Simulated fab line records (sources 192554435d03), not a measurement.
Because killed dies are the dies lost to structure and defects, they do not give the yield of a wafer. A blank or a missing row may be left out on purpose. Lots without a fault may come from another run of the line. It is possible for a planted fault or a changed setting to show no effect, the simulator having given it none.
A struck lot beside a sound one | flow n5_finfet | 15 steps out of a route of 1938
Sound: the wafers L460.1, L460.4, L460.5. Struck: wafer L466.2 (L466.3, L466.6, from the same lot, were not struck and are left out); the cause is given at the end.
Per side, at each step with rows, come the tool, then ch with its chambers, and then its first start. Under that, the readings that differ: sound wafers | struck wafers | difference of the means | sigmas: that difference in standard deviations of wafers without a fault.
alike: words and numbers the same on both sides, and readings whose means are apart by under 2 such deviations; not compared: readings that were withheld, readings missing a value for some wafer, numbers with overlapping values and no deviation given by the record, and bounds like >300 which may hide the same value.
The two part at a step that has a row with sigmas, a row that says differs or no value, or rows on one side only. When numbers do not overlap yet have no deviation, they are printed without sigmas and do not part them. A reading that every wafer of one side lacks parts them only if that side has two wafers or more.

first, 1 step without rows for these wafers: N5_SD_EPI_P_DEVELOP_08 (develop time 30 s).
N5_SD_EPI_P_CD_MEAS_09: the cd target is 240 nm.
  sound on cd_sem-01 ch 0, day 5 06:02; struck on cd_sem-02 ch 0, day 6 19:01
  alike: cd_nm
N5_SD_EPI_P_OVL_MEAS_10:
  sound on overlay-02 ch 0, day 5 06:04; struck on overlay-01 ch 0, day 6 19:04
  alike: SD_P_BLK_OVL
N5_SD_EPI_P_INSPECT_11: inspects for defects (macro).
  sound on defect_inspect-02, day 5 06:06; struck on defect_inspect-02, day 6 19:05
  alike: raw_defect_count
then, 1 step without rows for these wafers: N5_SD_EPI_P_DESCUM_14 (chemistry O2, time 7.9 s).
N5_SD_EPI_P_ETCH_36: etches SiARC in CF4, target depth 45.5 nm, time 75.8 s.
  sound on rie_diel-01 ch 2,3, day 5 06:10; struck on rie_diel-01 ch 3, day 6 19:09
  alike: bias_w, drypump_motor_current_A, etch_rf_on_time_s, oes_product_au, rf_vpp_V, showerhead_plenum_p_Torr, throttle_valve_pct
  not compared: rf_hours_counter_h
N5_SD_EPI_P_ETCH_37: etches SOC in N2/H2, overetch 108 nm, time 486 s.
  sound on rie_diel-01 ch 2,3, day 5 06:13; struck on rie_diel-01 ch 3, day 6 19:13
  reading    | sound             | struck | difference | sigmas
  bias_w (W) | 133.6 133.5 133.9 | 132.4  | -1.3       | -3
  alike: drypump_motor_current_A, oes_product_au, rf_vpp_V, showerhead_plenum_p_Torr, throttle_valve_pct
  not compared: rf_hours_counter_h
then, 1 step without rows for these wafers: N5_SD_EPI_P_STRIP_38 (strips in N2/H2).
N5_SD_EPI_P_ETCHBACK_46: etches SiNx in CH3F/O2, stops on SiO2, target depth 17.5 nm.
  sound on rie_diel-01 ch 2,3, day 5 06:33; struck on rie_diel-01 ch 3, day 6 19:32
  alike: bias_w, drypump_motor_current_A, oes_product_au, rf_vpp_V, showerhead_plenum_p_Torr, throttle_valve_pct
  not compared: rf_hours_counter_h
N5_SD_EPI_P_ETCH_47: etches SiOCN in CH3F/O2, target depth 25 nm.
  sound on rie_diel-01 ch 2,3, day 5 06:39; struck on rie_diel-01 ch 3, day 6 19:38
  alike: bias_w, drypump_motor_current_A, oes_product_au, rf_vpp_V, showerhead_plenum_p_Torr, throttle_valve_pct
  not compared: rf_hours_counter_h
N5_SD_EPI_P_ETCH_16: etches SiO2 in CHF3/O2, target depth 5 nm.
  sound on rie_diel-01 ch 2,3, day 5 06:45; struck on rie_diel-01 ch 3, day 6 19:44
  alike: bias_w, drypump_motor_current_A, oes_product_au, rf_vpp_V, showerhead_plenum_p_Torr, throttle_valve_pct
  not compared: rf_hours_counter_h
then, 1 step without rows for these wafers: N5_SD_EPI_P_STRIP_50 (strips in CHF3/O2).
N5_SD_EPI_P_SD_RECESS_17: chemistry HBr/Cl2/O2, target depth 39.1 nm, bt time 3 s.
  sound on rie_si-06 ch 0,1,2, day 5 06:49; struck on rie_si-06 ch 1, day 6 19:48
  reading                              | sound             | struck | difference | sigmas
  oes_product_au (a.u.)                | 0.998 1.019 0.999 | 1.122  | +0.117     | +8
  model.etch.depth_nm (nm)             | 39.26 38.14 39.65 | 58.57  | +19.55     |
  model.SD_EPI_P.feature_depth_nm (nm) | 39.2 38.2 39.6    | 58.6   | +19.6      |
  alike: bias_w, drypump_motor_current_A, he_backside_leak_sccm, throttle_valve_pct
  not compared: rf_hours_counter_h
then, 1 step without rows for these wafers: N5_SD_EPI_P_WET_ETCH_45 (etches SiO2 in dHF, time 10.7 s, target depth 2 nm, rinse time 30 s).
-- record jumps: 9 days separate the struck wafers' starts on either side; left off in module SD_EPI_P, taken up again in module PASSIVATION, whose first shown step is the route's number 1936 --
N5_PASSIVATION_PROBE_49:
  sound on prober-01, day 14 02:07; struck on prober-01, day 15 18:20
  reading     | sound    | struck | difference | sigmas
  killed_open | 79 96 82 | 62     | -24        | -2
  alike: killed_at_M0_to_M3, killed_at_M4_up, killed_at_contacts, killed_at_front_end, killed_at_other, killed_dies, killed_short

## WHERE THEY PART
Last at N5_PASSIVATION_PROBE_49 as far as this record goes, first at N5_SD_EPI_P_ETCH_37.

WHY: what the simulator had put in
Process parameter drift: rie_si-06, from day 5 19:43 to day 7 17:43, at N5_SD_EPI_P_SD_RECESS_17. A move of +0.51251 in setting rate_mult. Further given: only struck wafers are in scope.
